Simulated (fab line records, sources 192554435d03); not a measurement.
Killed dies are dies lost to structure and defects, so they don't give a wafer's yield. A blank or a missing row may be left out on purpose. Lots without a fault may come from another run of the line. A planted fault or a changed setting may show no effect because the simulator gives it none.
Which tool did it? | flow n5_finfet | 11 lots, 33 wafers sampled, at 4 steps of a route of 1938

WHAT THE GAUGES READ, wafer by wafer
N5_BEOL_M4_RC_MEAS_101.
lot  | measured     | on        | DIBL_N (mV/V)  | DIBL_P (mV/V) | IOFF_N (nA/um) | IOFF_P (nA/um) | ION_N (uA/um) | ION_P (uA/um) | SS_N (mV/dec)  | SS_P (mV/dec)  | VT_N (mV)   | VT_P (mV)
L106 | day 7 22:32  | prober-02 | 37.0 43.5 39.5 | 35 44 38      | 0.16 0.32 0.22 | 0.21 0.42 0.29 | 680 733 692   | 467 500 479   | 71.0 72.7 71.5 | 73.8 76.2 73.5 | 249 242 244 | -249 -240 -245
L107 | day 9 09:14  | prober-02 | 36.1 37.3 37.3 | 36 37 38      | 0.15 0.18 0.18 | 0.20 0.23 0.24 | 674 681 689   | 469 471 474   | 70.7 71.8 71.7 | 72.6 74.1 73.8 | 250 247 246 | -248 -250 -248
L110 | day 10 00:55 | prober-02 | 32.8 35.5 34.9 | 32 35 34      | 0.11 0.15 0.14 | 0.14 0.19 0.16 | 648 673 696   | 457 457 462   | 70.1 70.9 72.1 | 72.0 72.6 73.0 | 253 249 250 | -255 -253 -255
L111 | day 10 10:13 | prober-02 | 31.4 31.9 34.2 | 30 31 34      | 0.10 0.11 0.12 | 0.14 0.14 0.17 | 677 659 652   | 464 458 451   | 70.5 70.4 71.1 | 72.7 72.8 73.1 | 257 256 257 | -254 -254 -257
L113 | day 10 14:48 | prober-02 | 38.0 36.2 37.5 | 36 36 36      | 0.17 0.13 0.17 | 0.23 0.22 0.21 | 672 671 683   | 461 461 460   | 72.2 71.8 72.0 | 73.8 72.7 73.7 | 249 255 249 | -250 -250 -252
L112 | day 10 16:34 | prober-01 | 32.3 36.5 33.2 | 32 38 33      | 0.10 0.17 0.11 | 0.15 0.23 0.16 | 669 687 665   | 465 472 458   | 70.9 71.7 70.6 | 71.4 72.6 71.4 | 255 248 251 | -253 -250 -252
L119 | day 11 17:33 | prober-02 | 33.3 38.7 36.7 | 34 39 35      | 0.12 0.24 0.18 | 0.18 0.25 0.19 | 656 684 653   | 454 456 445   | 71.3 72.1 72.6 | 73.1 75.0 73.5 | 254 244 252 | -254 -251 -254
L118 | day 11 23:30 | prober-01 | 34.6 39.2 42.8 | 35 41 45      | 0.13 0.20 0.29 | 0.16 0.24 0.35 | 667 671 698   | 461 459 474   | 71.4 72.4 73.4 | 72.8 74.0 75.4 | 254 251 245 | -254 -249 -246
L122 | day 12 21:01 | prober-01 | 40.7 42.5 36.0 | 40 44 35      | 0.20 0.25 0.13 | 0.23 0.31 0.17 | 690 694 677   | 462 476 467   | 72.2 72.7 70.9 | 73.8 75.2 72.6 | 249 246 253 | -250 -247 -253
L125 | day 13 10:51 | prober-01 | 36.5 32.8 35.4 | 35 31 34      | 0.14 0.10 0.13 | 0.19 0.14 0.17 | 663 659 670   | 462 453 461   | 70.9 70.5 71.1 | 72.6 72.4 72.0 | 250 256 252 | -251 -256 -255
L126 | day 14 04:37 | prober-02 | 36.8 37.1 37.0 | 37 38 38      | 0.19 0.20 0.17 | 0.23 0.23 0.23 | 697 694 673   | 475 466 466   | 71.2 71.2 71.6 | 72.9 73.8 74.1 | 246 246 247 | -248 -253 -251

WHICH TOOL RAN EACH LOT (tool, then ch and the chambers of the sampled wafers, then the start)
lot  | N5_BEOL_M1_SPUTTER_79        | N5_BEOL_M1_ANNEAL_87         | N5_BEOL_M1_CMP_52
L106 | pvd_sputter-02, day 6 14:35  | pvd_sputter-02, day 6 15:07  | cmp-04 ch 0,2,3, day 6 16:44
L107 | pvd_sputter-01, day 6 23:05  | pvd_sputter-01, day 6 23:36  | cmp-04 ch 1,2,3, day 7 01:14
L110 | pvd_sputter-01, day 7 20:05  | pvd_sputter-01, day 7 20:37  | cmp-04 ch 0,1,3, day 7 22:11
L111 | pvd_sputter-01, day 7 22:55  | pvd_sputter-01, day 7 23:26  | cmp-03 ch 0,1,2, day 8 01:06
L113 | pvd_sputter-01, day 8 18:18  | pvd_sputter-01, day 8 18:49  | cmp-02 ch 0,1,2, day 8 20:20
L112 | pvd_sputter-01, day 8 22:38  | pvd_sputter-01, day 8 23:09  | cmp-03 ch 0,2,3, day 9 00:44
L119 | pvd_sputter-02, day 9 22:10  | pvd_sputter-02, day 9 22:41  | cmp-03 ch 0,2, day 10 00:12
L118 | pvd_sputter-03, day 10 01:34 | pvd_sputter-03, day 10 02:05 | cmp-02 ch 1,2,3, day 10 03:36
L122 | pvd_sputter-01, day 10 08:35 | pvd_sputter-01, day 10 09:07 | cmp-03 ch 1,2, day 10 10:40
L125 | pvd_sputter-02, day 12 00:44 | pvd_sputter-02, day 12 01:16 | cmp-04 ch 0,3, day 12 02:46
L126 | pvd_sputter-02, day 12 03:54 | pvd_sputter-02, day 12 04:25 | cmp-02 ch 0,2,3, day 12 06:02
- N5_BEOL_M1_SPUTTER_79: material Cu, target thk 4.5 nm, time 8.29 s.
- N5_BEOL_M1_ANNEAL_87: time 240 s.
- N5_BEOL_M1_CMP_52: polishes, stops on SiOC, t overpolish 6.8 s, target thk 40 nm.

WHAT THE TOOLS THEMSELVES READ (means of the sampled wafers that have a number; where no wafer has one, the mark that the record gives instead)
N5_BEOL_M1_SPUTTER_79.
lot  | tool           | throttle_valve_pct (%)
L106 | pvd_sputter-02 | 30.4
L107 | pvd_sputter-01 | 29.4
L110 | pvd_sputter-01 | 29.8
L111 | pvd_sputter-01 | 29.8
L113 | pvd_sputter-01 | 29.5
L112 | pvd_sputter-01 | 30.2
L119 | pvd_sputter-02 | 29.5
L118 | pvd_sputter-03 | 29.4
L122 | pvd_sputter-01 | 29.6
L125 | pvd_sputter-02 | 30.6
L126 | pvd_sputter-02 | 30.3

N5_BEOL_M1_ANNEAL_87.
lot  | tool           | heater_power_w (W)
L106 | pvd_sputter-02 | 820
L107 | pvd_sputter-01 | 768
L110 | pvd_sputter-01 | 774
L111 | pvd_sputter-01 | 823
L113 | pvd_sputter-01 | 816
L112 | pvd_sputter-01 | 800
L119 | pvd_sputter-02 | 840
L118 | pvd_sputter-03 | 830
L122 | pvd_sputter-01 | 831
L125 | pvd_sputter-02 | 841
L126 | pvd_sputter-02 | 839

N5_BEOL_M1_CMP_52.
lot  | tool   | barrier_field_endpoint_s (s) | edge_zone_pressure_frac | motor_current_A (A) | overpolish_run_s (s) | slurry_flow_ml_min | time_to_endpoint_s (s)
L106 | cmp-04 | 25.0                         | 1.004                   | 6.2                 | 6.796                | 150.1              | 62
L107 | cmp-04 | 24.4                         | 0.996                   | 5.8                 | 6.814                | 149.9              | 62
L110 | cmp-04 | 25.1                         | 0.999                   | 6.2                 | 6.801                | 150.1              | 61
L111 | cmp-03 | 25.4                         | 0.995                   | 5.5                 | 6.795                | 149.5              | 61
L113 | cmp-02 | 24.8                         | 1.001                   | 6.1                 | 6.790                | 150.0              | 63
L112 | cmp-03 | 25.3                         | 1.002                   | 5.7                 | 6.807                | 149.8              | 69
L119 | cmp-03 | 21.3                         | 0.997                   | 5.5                 | 6.814                | 149.8              | 57
L118 | cmp-02 | 24.3                         | 1.002                   | 6.0                 | 6.802                | 150.5              | 59
L122 | cmp-03 | 17.8                         | 1.000                   | 5.6                 | 6.798                | 150.0              | 46
L125 | cmp-04 | 24.2                         | 1.000                   | 6.1                 | 6.795                | 150.1              | 59
L126 | cmp-02 | 23.8                         | 1.005                   | 5.5                 | 6.801                | 150.2              | 60

THE ANSWER, worked out from the rows above alone
Rule: what is usual is taken from the lots themselves. Put in order of their means at a reading, lots are off if they are a third of the lots or fewer, leave a main group of 4 or more, and stand apart from it by a gap of 3 or more times the standard deviation of the main group's means; of several such gaps the widest counts. A main group whose means are all the same, to the digits that the tables above print for the reading, isn't used. A lot without any number at a reading at which 4 lots or more have one is off too. The other lots that the step has rows for count as sound. The gauges are gone through in route order, then the tools' own readings, and for those a lot's mean is taken as printed above. The first step at which some lot is off is used, and at that step the reading that is off furthest; a lot without a number counts as furthest.
Off: L119, L122, at N5_BEOL_M1_CMP_52 (barrier_field_endpoint_s). The main group: mean 24.7 s, standard deviation 0.52.
A tool fits if, at that step or a process step before it, it ran every lot that is off, and no sound lot after the first of them. One fits: cmp-03 at N5_BEOL_M1_CMP_52. Its last sound lot is L112 (day 9 00:44), its first lot that is off L119 (day 10 00:12): a fault that began between those two fits.
The tool's own readings at N5_BEOL_M1_CMP_52 bear it out: on the lots that are off they differ by more than 5 times the standard deviation of the sound lots' means. barrier_field_endpoint_s reads 19.6 s there against 24.7 s on the sound lots.

WHAT THE SIMULATOR HAD PUT IN
Process parameter drift: cmp-03, from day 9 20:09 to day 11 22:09, at N5_BEOL_M1_CMP_52. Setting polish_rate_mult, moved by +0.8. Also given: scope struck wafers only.
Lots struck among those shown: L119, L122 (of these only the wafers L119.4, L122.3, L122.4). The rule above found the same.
